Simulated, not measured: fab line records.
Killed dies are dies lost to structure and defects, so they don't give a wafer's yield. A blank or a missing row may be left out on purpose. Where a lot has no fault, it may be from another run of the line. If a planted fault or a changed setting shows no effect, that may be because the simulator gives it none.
Chamber matching -- flow n5 finfet -- 3 sister chambers for N5_BEOL_M3_ILD_DEP_00 on pecvd-04
The step deposits SiOC from DEMS/O2, target thk 79 nm, time 15.3 s. 3 wafers are shown with their chamber, then 9 later ones without.

## EACH WAFER AND ITS CHAMBER
wafer,chamber,throttle valve pct (%)
L085.1,1,13.0
L089.1,0,12.6
L089.6,2,11.3

## WAFERS WITH NO CHAMBER GIVEN
wafer,throttle valve pct (%)
L091.4,12.6
L091.5,13.0
L091.6,11.8
L096.1,11.3
L096.5,13.0
L096.6,12.7
L097.1,11.5
L097.2,13.1
L097.6,12.4

## WHICH CHAMBER EACH WENT THROUGH
wafer,from the rows above,in truth
L091.4,0,0
L091.5,1,1
L091.6,can't be placed: 2 or 0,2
L096.1,2,2
L096.5,1,1
L096.6,can't be placed: 0 or 1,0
L097.1,2,2
L097.2,1,1
L097.6,0,0
Correctly placed: 7 of 9. Cannot be placed on the basis of these rows: 2; the candidates contain the true chamber in 2. Number placed wrongly: 0.
How it was worked out, from the rows above alone: a wafer's distance from a chamber is the root of the sum, over the readings, of the square of ((its reading less the chamber's mean) divided by the reading's scatter). The wafer belongs to the nearest chamber; if the next one is less than 2 further off, it can't be placed. For every chamber, the mean is computed from those of its wafers that are shown. The scatter (one wafer shown for each chamber): square how far every hidden wafer sits from the nearest shown wafer, average those squares and take the square root.
